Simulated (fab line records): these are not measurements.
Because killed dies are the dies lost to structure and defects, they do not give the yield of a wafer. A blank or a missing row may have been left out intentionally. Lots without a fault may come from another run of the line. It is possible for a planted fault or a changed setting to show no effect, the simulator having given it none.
Chamber matching	flow nand harc	NHARC_A_CHANNEL_HOLE_D2_ETCH_44 on rie diel-04 has 4 sister chambers
The step etches the open film in CF4/O2, target depth 140 nm, overetch 14 nm, time 77 s. 4 wafers are shown with their chamber, then 12 later ones without.

## EACH WAFER AND ITS CHAMBER
wafer	chamber	drypump motor current A (A)
L090.5	3	6.2
L091.3	0	6.3
L091.4	1	5.3
L091.5	2	5.2

## WAFERS WITH NO CHAMBER GIVEN
wafer	drypump motor current A (A)
L092.3	6.3
L092.4	6.1
L092.5	6.3
L094.1	6.3
L094.3	5.2
L094.6	5.2
L096.2	6.2
L096.4	5.2
L096.5	6.3
L097.1	5.3
L097.3	5.2
L097.5	5.2

## CHAMBER TAKEN BY EACH
wafer	from the rows above	in truth
L092.3	0	0
L092.4	3	3
L092.5	0	0
L094.1	0	0
L094.3	2	2
L094.6	2	2
L096.2	3	3
L096.4	2	2
L096.5	0	0
L097.1	1	1
L097.3	2	2
L097.5	2	2
12 of 12 placed correctly. Number that these rows cannot place: 0. Placed wrongly: 0.
How it was worked out, from the rows above alone: a wafer's distance from a chamber is the root of the sum, over the readings, of the square of ((its reading less the chamber's mean) divided by the reading's scatter). If the next closest chamber is less than 2 further off than the closest, the wafer can't be placed; otherwise it belongs to the closest. For every chamber, the mean is computed from those of its wafers that are shown. The scatter (one wafer shown for each chamber): square how far every hidden wafer sits from the nearest shown wafer, average those squares and take the square root.
